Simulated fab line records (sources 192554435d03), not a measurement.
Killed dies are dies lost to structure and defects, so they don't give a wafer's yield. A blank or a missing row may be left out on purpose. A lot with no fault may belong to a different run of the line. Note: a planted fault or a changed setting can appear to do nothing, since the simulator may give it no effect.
Chamber matching    flow n5_finfet    rie_diel-05 running N5_BEOL_M7_DESCUM_33: 4 sister chambers
The step chemistry O2, time 7 s. 8 wafers are shown with their chamber, then 7 later ones without.

## WAFERS PAIRED WITH THEIR CHAMBERS
wafer   chamber  throttle_valve_pct (%)  oes_product_au (a.u.)
L083.2  0        20.71                   0.67
L082.4  0        20.72                   0.67
L082.5  2        20.71                   0.80
L085.1  3        20.21                   0.74
L085.2  1        20.23                   0.83
L085.3  2        20.72                   0.79
L086.4  1        20.23                   0.83
L086.5  3        20.23                   0.74

## WAFERS WITH NO CHAMBER GIVEN
wafer   throttle_valve_pct (%)  oes_product_au (a.u.)
L086.6  20.73                   0.79
L092.2  20.74                   0.79
L092.5  20.72                   0.67
L092.6  20.24                   0.74
L097.1  20.26                   0.80
L097.3  20.36                   0.97
L097.6  20.76                   0.77

## EACH ONE'S CHAMBER
wafer    from the rows above   in truth
L086.6   2                     2
L092.2   2                     2
L092.5   0                     0
L092.6   3                     3
L097.1   1                     1
L097.3   1                     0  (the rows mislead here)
L097.6   2                     2
Placed correctly: 6 of 7. Not placeable from these rows: 0. 1 placed wrongly.
How it was worked out, from the rows above alone: a wafer's distance from a chamber is the root of the sum, over the readings, of the square of ((its reading less the chamber's mean) divided by the reading's scatter). If the next closest chamber is less than 2 further off than the closest, the wafer can't be placed; otherwise it belongs to the closest. The mean given for a chamber averages the wafers shown for that chamber. The scatter: the root of (the sum of the squares of (reading less its chamber's mean) over the shown wafers, divided by (wafers less chambers)).
